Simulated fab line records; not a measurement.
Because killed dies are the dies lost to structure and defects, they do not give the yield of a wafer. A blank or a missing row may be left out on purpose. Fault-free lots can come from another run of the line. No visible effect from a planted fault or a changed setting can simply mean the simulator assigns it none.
What tool caused it? ; flow n5_finfet ; 13 lots with 35 wafers sampled at 4 steps, on a route of 1938 steps

## WHAT EACH GAUGE READ, for each wafer
N5_BEOL_M10_OCD_MEAS_38. Usual: trench_depth_nm at 148 nm, with a standard deviation of 3.
lot;measured;on;trench_depth_nm (nm);flag
L393;day 10 02:16;ocd-02;148 152;
L394;day 10 09:39;ocd-02;149 153 148;
L395;day 10 11:29;ocd-02;143 151 143;
L396;day 10 14:59;ocd-01;150 143 150;
L397;day 10 22:35;ocd-01;151 150 149;
L409;day 14 04:37;ocd-02;152 147 148;
L407;day 14 04:48;ocd-02;151;
L410;day 14 10:44;ocd-02;150 148 149;
L412;day 15 05:02;ocd-01;143 148 148;
L411;day 15 05:23;ocd-01;149 144;
L414;day 15 18:15;ocd-02;142 148 152;
L416;day 16 12:46;ocd-02;144 147 151;
L415;day 16 13:17;ocd-01;151 146 151;

N5_BEOL_M11_THK_MEAS_01. Usual: for M11_ILD_THK the level is 269 nm and the standard deviation is 3.8.
lot;measured;on;M11_ILD_THK (nm);flag
L393;day 10 05:18;film_metro-01;262 271;
L394;day 10 14:13;film_metro-01;270 270 273;
L395;day 10 14:43;film_metro-01;268 266 271;
L396;day 10 21:03;film_metro-02;266 267 268;
L397;day 11 02:41;film_metro-02;271 277 269;
L409;day 14 07:47;film_metro-01;268 266 204;OFF
L407;day 14 08:35;film_metro-01;196;OFF
L410;day 14 13:32;film_metro-02;266 266 269;
L412;day 15 08:23;film_metro-01;264 271 269;
L411;day 15 09:54;film_metro-02;274 275;
L414;day 15 23:03;film_metro-01;266 265 271;
L416;day 16 16:11;film_metro-02;264 267 269;
L415;day 16 17:07;film_metro-01;268 272 269;

## EACH LOT AND THE TOOL THAT RAN IT (in order: tool; ch and the chambers of the sampled wafers; start)
lot;N5_BEOL_M10_SPUTTER_48;N5_BEOL_M11_ILD_DEP_00
L393;pvd_sputter-01, day 10 03:34;pecvd-03 ch 0,2, day 10 04:41
L394;pvd_sputter-03, day 10 12:08;pecvd-04 ch 0,1,2, day 10 13:11
L395;pvd_sputter-02, day 10 13:05;pecvd-03 ch 0,1, day 10 14:08
L396;pvd_sputter-02, day 10 18:33;pecvd-04 ch 0,1, day 10 19:59
L397;pvd_sputter-03, day 11 01:04;pecvd-03 ch 0,2, day 11 02:05
L409;pvd_sputter-03, day 14 06:01;pecvd-03 ch 0,1,2, day 14 07:10
L407;pvd_sputter-03, day 14 06:59;pecvd-03 ch 2, day 14 08:02
L410;pvd_sputter-02, day 14 11:55;pecvd-04 ch 1,2, day 14 12:56
L412;pvd_sputter-02, day 15 06:34;pecvd-04 ch 0,1,2, day 15 07:47
L411;pvd_sputter-01, day 15 08:17;pecvd-01 ch 0,2, day 15 09:19
L414;pvd_sputter-02, day 15 21:15;pecvd-04 ch 1,2, day 15 22:27
L416;pvd_sputter-01, day 16 14:11;pecvd-04 ch 0,1, day 16 15:35
L415;pvd_sputter-03, day 16 14:41;pecvd-01 ch 0,2, day 16 16:02
- N5_BEOL_M10_SPUTTER_48: material Cu, target thk 12 nm, time 2 s.
- N5_BEOL_M11_ILD_DEP_00: deposits SiCOH lowk from DEMS/porogen, target thk 308.51 nm, time 58 s.

## WHAT THE TOOLS THEMSELVES READ (means of the sampled wafers that have a number; where no wafer has one, the mark that the record gives instead)
N5_BEOL_M10_SPUTTER_48. Usual: throttle_valve_pct at 30.1 %, with a standard deviation of 1.1.
lot;tool;throttle_valve_pct (%);flag
L393;pvd_sputter-01;30.6;
L394;pvd_sputter-03;30.1;
L395;pvd_sputter-02;29.5;
L396;pvd_sputter-02;29.4;
L397;pvd_sputter-03;30.6;
L409;pvd_sputter-03;30.6;
L407;pvd_sputter-03;31.1;
L410;pvd_sputter-02;30.6;
L412;pvd_sputter-02;29.4;
L411;pvd_sputter-01;30.4;
L414;pvd_sputter-02;29.6;
L416;pvd_sputter-01;30.3;
L415;pvd_sputter-03;30.2;

N5_BEOL_M11_ILD_DEP_00. Usual: heater_power_w 331 W, standard deviation 47; run_length_s 100.8 s, standard deviation 0.49; showerhead_plenum_p_Torr 5.756 Torr, standard deviation 0.015; throttle_valve_pct 13.8 %, standard deviation 0.7.
lot;tool;heater_power_w (W);run_length_s (s);showerhead_plenum_p_Torr (Torr);throttle_valve_pct (%);flag
L393;pecvd-03;329;101.3;5.766;13.2;
L394;pecvd-04;333;100.4;5.754;14.0;
L395;pecvd-03;328;101.1;5.754;13.4;
L396;pecvd-04;281;100.4;5.760;14.0;
L397;pecvd-03;379;101.4;5.766;13.4;
L409;pecvd-03;328;95.7;5.753;13.6;OFF
L407;pecvd-03;309;84.9;5.769;13.5;OFF
L410;pecvd-04;378;100.6;5.747;13.9;
L412;pecvd-04;349;100.4;5.750;14.0;
L411;pecvd-01;276;100.4;5.763;13.4;
L414;pecvd-04;374;100.8;5.749;14.2;
L416;pecvd-04;349;100.8;5.757;14.3;
L415;pecvd-01;293;100.5;5.749;13.5;

## THE ANSWER, worked out from the rows above alone
Rule: a lot is off if the mean of its wafers that have a number lies more than 3 standard deviations from the usual mean. A lot without any number at a reading at which 4 lots or more have one is off too. The other lots that the step has rows for count as sound. Order of review: gauges by route order, followed by the tools' own readings, for which a lot's mean as printed above is used. At the first step where some lot is off, the reading lying furthest off is the one used; lots without a number count as furthest.
Off: at N5_BEOL_M11_THK_MEAS_01 (M11_ILD_THK), L409, L407.
A tool fits if, at a process step before that reading, it ran every lot that is off, and no sound lot after the first of them. The gauges at N5_BEOL_M11_THK_MEAS_01 aren't tried: what is off there is off at N5_BEOL_M11_ILD_DEP_00 too, on other tools, and a gauge's error can't cause that. One fits: pecvd-03 at N5_BEOL_M11_ILD_DEP_00. Its last sound lot is L397 (day 11 02:05), its first lot that is off L409 (day 14 07:10): a fault that began between those two fits.
On the lots that are off, the tool's own readings at N5_BEOL_M11_ILD_DEP_00 differ by more than 5 times the standard deviation of the sound lots' means, which bears it out; run_length_s reads 90.3 s there versus 100.7 s on the sound lots.

## WHAT THE SIMULATOR HAD PUT IN
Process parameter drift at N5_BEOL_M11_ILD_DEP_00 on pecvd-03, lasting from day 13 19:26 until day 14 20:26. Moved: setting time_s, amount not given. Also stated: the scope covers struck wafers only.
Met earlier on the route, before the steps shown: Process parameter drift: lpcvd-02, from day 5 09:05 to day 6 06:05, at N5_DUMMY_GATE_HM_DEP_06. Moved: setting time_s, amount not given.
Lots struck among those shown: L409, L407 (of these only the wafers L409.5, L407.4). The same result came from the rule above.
